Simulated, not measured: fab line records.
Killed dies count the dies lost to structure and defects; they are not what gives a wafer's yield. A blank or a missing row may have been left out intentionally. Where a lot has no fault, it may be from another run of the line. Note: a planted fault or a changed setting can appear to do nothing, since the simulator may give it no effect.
Which tool did it? || flow n5-finfet || Sampling: 10 lots, 28 wafers, 2 of 1938 route steps

## WHAT THE GAUGES READ, wafer by wafer
N5_BEOL_M14_INSPECT_55: inspects for defects (darkfield). Usual: 75 for raw-defect-count, sd 25.
{"lot": "L703", "measured": "day 10 18:45", "on": "defect-inspect-01", "raw-defect-count": "87 85 64", "flag": ""}
{"lot": "L705", "measured": "day 11 11:20", "on": "defect-inspect-02", "raw-defect-count": "80 58 61", "flag": ""}
{"lot": "L708", "measured": "day 11 21:11", "on": "defect-inspect-01", "raw-defect-count": "64 67 58", "flag": ""}
{"lot": "L711", "measured": "day 13 02:55", "on": "defect-inspect-02", "raw-defect-count": "93 91 82", "flag": ""}
{"lot": "L720", "measured": "day 15 08:49", "on": "defect-inspect-01", "raw-defect-count": "65 54", "flag": ""}
{"lot": "L718", "measured": "day 15 08:35", "on": "defect-inspect-01", "raw-defect-count": "52 48", "flag": ""}
{"lot": "L721", "measured": "day 15 18:55", "on": "defect-inspect-01", "raw-defect-count": "48 59 38", "flag": ""}
{"lot": "L723", "measured": "day 16 06:31", "on": "defect-inspect-02", "raw-defect-count": "134 132 116", "flag": ""}
{"lot": "L724", "measured": "day 16 16:15", "on": "defect-inspect-01", "raw-defect-count": "54 75 32", "flag": ""}
{"lot": "L726", "measured": "day 16 23:56", "on": "defect-inspect-02", "raw-defect-count": "128 68 95", "flag": ""}

## EACH LOT AND THE TOOL THAT RAN IT (in order: tool; ch and the chambers of the sampled wafers; start)
{"lot": "L703", "N5_BEOL_M14_ETCH_38": "rie-diel-06 ch 0,2, day 10 18:45 or earlier"}
{"lot": "L705", "N5_BEOL_M14_ETCH_38": "rie-diel-03 ch 0,1, day 11 11:20 or earlier"}
{"lot": "L708", "N5_BEOL_M14_ETCH_38": "rie-diel-01 ch 2,3, day 11 21:11 or earlier"}
{"lot": "L711", "N5_BEOL_M14_ETCH_38": "rie-diel-01 ch 0,1,2, day 13 02:55 or earlier"}
{"lot": "L720", "N5_BEOL_M14_ETCH_38": "rie-diel-03 ch 1,3, day 15 08:49 or earlier"}
{"lot": "L718", "N5_BEOL_M14_ETCH_38": "rie-diel-06 ch 0,1, day 15 08:35 or earlier"}
{"lot": "L721", "N5_BEOL_M14_ETCH_38": "rie-diel-01 ch 0,2, day 15 18:55 or earlier"}
{"lot": "L723", "N5_BEOL_M14_ETCH_38": "rie-diel-03 ch 0,1,2, day 16 06:31 or earlier"}
{"lot": "L724", "N5_BEOL_M14_ETCH_38": "rie-diel-01 ch 0,3, day 16 16:15 or earlier"}
{"lot": "L726", "N5_BEOL_M14_ETCH_38": "rie-diel-03 ch 1,2, day 16 23:56 or earlier"}
- N5_BEOL_M14_ETCH_38: etches SiCN in CF4/N2, target depth 106.5 nm, time 120.6 s.

## WHAT THE TOOLS THEMSELVES READ (means of the sampled wafers that have a number; where no wafer has one, the mark that the record gives instead)
N5_BEOL_M14_ETCH_38. Usual: drypump-motor-current-A 5.6 A, standard deviation 0.53; mfc-ar-sccm 100.01 sccm, standard deviation 0.3; n2-flow-sccm 59.99 sccm, standard deviation 0.2; oes-product-au 0.81 a.u., standard deviation 0.085; rf-fwd-power-W 428.5 W, standard deviation 1.4; rf-vpp-V 382.5 V, standard deviation 2; showerhead-plenum-p-Torr 2.22 Torr, standard deviation 0.079; throttle-valve-pct 15.41 %, standard deviation 0.23.
{"lot": "L703", "tool": "rie-diel-06", "drypump-motor-current-A (A)": 5.1, "mfc-ar-sccm (sccm)": 99.99, "n2-flow-sccm (sccm)": 60.13, "oes-product-au (a.u.)": 0.76, "rf-fwd-power-W (W)": 429.6, "rf-vpp-V (V)": 381.7, "showerhead-plenum-p-Torr (Torr)": 2.17, "throttle-valve-pct (%)": 15.60, "flag": ""}
{"lot": "L705", "tool": "rie-diel-03", "drypump-motor-current-A (A)": 5.3, "mfc-ar-sccm (sccm)": 100.00, "n2-flow-sccm (sccm)": 60.04, "oes-product-au (a.u.)": 0.74, "rf-fwd-power-W (W)": 428.8, "rf-vpp-V (V)": 381.7, "showerhead-plenum-p-Torr (Torr)": 2.17, "throttle-valve-pct (%)": 15.33, "flag": ""}
{"lot": "L708", "tool": "rie-diel-01", "drypump-motor-current-A (A)": 6.0, "mfc-ar-sccm (sccm)": 99.81, "n2-flow-sccm (sccm)": 59.90, "oes-product-au (a.u.)": 0.80, "rf-fwd-power-W (W)": 428.3, "rf-vpp-V (V)": 384.7, "showerhead-plenum-p-Torr (Torr)": 2.32, "throttle-valve-pct (%)": 15.37, "flag": ""}
{"lot": "L711", "tool": "rie-diel-01", "drypump-motor-current-A (A)": 5.5, "mfc-ar-sccm (sccm)": 99.94, "n2-flow-sccm (sccm)": 60.09, "oes-product-au (a.u.)": 0.78, "rf-fwd-power-W (W)": 429.9, "rf-vpp-V (V)": 382.8, "showerhead-plenum-p-Torr (Torr)": 2.21, "throttle-valve-pct (%)": 15.60, "flag": ""}
{"lot": "L720", "tool": "rie-diel-03", "drypump-motor-current-A (A)": 5.3, "mfc-ar-sccm (sccm)": 100.28, "n2-flow-sccm (sccm)": 60.15, "oes-product-au (a.u.)": 0.79, "rf-fwd-power-W (W)": 429.6, "rf-vpp-V (V)": 381.0, "showerhead-plenum-p-Torr (Torr)": 2.17, "throttle-valve-pct (%)": 15.32, "flag": ""}
{"lot": "L718", "tool": "rie-diel-06", "drypump-motor-current-A (A)": 5.2, "mfc-ar-sccm (sccm)": 100.03, "n2-flow-sccm (sccm)": 60.03, "oes-product-au (a.u.)": 0.71, "rf-fwd-power-W (W)": 428.9, "rf-vpp-V (V)": 382.8, "showerhead-plenum-p-Torr (Torr)": 2.23, "throttle-valve-pct (%)": 15.67, "flag": ""}
{"lot": "L721", "tool": "rie-diel-01", "drypump-motor-current-A (A)": 5.3, "mfc-ar-sccm (sccm)": 100.08, "n2-flow-sccm (sccm)": 59.88, "oes-product-au (a.u.)": 0.80, "rf-fwd-power-W (W)": 427.4, "rf-vpp-V (V)": 383.3, "showerhead-plenum-p-Torr (Torr)": 2.25, "throttle-valve-pct (%)": 15.66, "flag": ""}
{"lot": "L723", "tool": "rie-diel-03", "drypump-motor-current-A (A)": 5.6, "mfc-ar-sccm (sccm)": 100.32, "n2-flow-sccm (sccm)": 60.04, "oes-product-au (a.u.)": 0.86, "rf-fwd-power-W (W)": 428.7, "rf-vpp-V (V)": 383.3, "showerhead-plenum-p-Torr (Torr)": 2.24, "throttle-valve-pct (%)": 15.26, "flag": ""}
{"lot": "L724", "tool": "rie-diel-01", "drypump-motor-current-A (A)": 5.9, "mfc-ar-sccm (sccm)": 99.84, "n2-flow-sccm (sccm)": 60.13, "oes-product-au (a.u.)": 0.90, "rf-fwd-power-W (W)": 428.8, "rf-vpp-V (V)": 381.9, "showerhead-plenum-p-Torr (Torr)": 2.20, "throttle-valve-pct (%)": 15.28, "flag": ""}
{"lot": "L726", "tool": "rie-diel-03", "drypump-motor-current-A (A)": 5.5, "mfc-ar-sccm (sccm)": 99.84, "n2-flow-sccm (sccm)": 60.04, "oes-product-au (a.u.)": 0.83, "rf-fwd-power-W (W)": 427.9, "rf-vpp-V (V)": 383.6, "showerhead-plenum-p-Torr (Torr)": 2.27, "throttle-valve-pct (%)": 15.27, "flag": ""}

## THE ANSWER, worked out from the rows above alone
Rule: take the mean of a lot's wafers that have a number; if it is more than 3 standard deviations from the usual mean, the lot is off. Also off: a lot with no number at a reading for which 4 or more lots have one. Any other lot the step has rows for is counted as sound. After the gauges, taken in route order, come the tools' own readings; for these a lot's mean is taken, as printed above. The first step at which some lot is off is used, and at that step the reading that is off furthest; a lot without a number counts as furthest.
No lot is off at any reading shown: from this, nothing can be told.

## WHAT THE SIMULATOR PUT IN
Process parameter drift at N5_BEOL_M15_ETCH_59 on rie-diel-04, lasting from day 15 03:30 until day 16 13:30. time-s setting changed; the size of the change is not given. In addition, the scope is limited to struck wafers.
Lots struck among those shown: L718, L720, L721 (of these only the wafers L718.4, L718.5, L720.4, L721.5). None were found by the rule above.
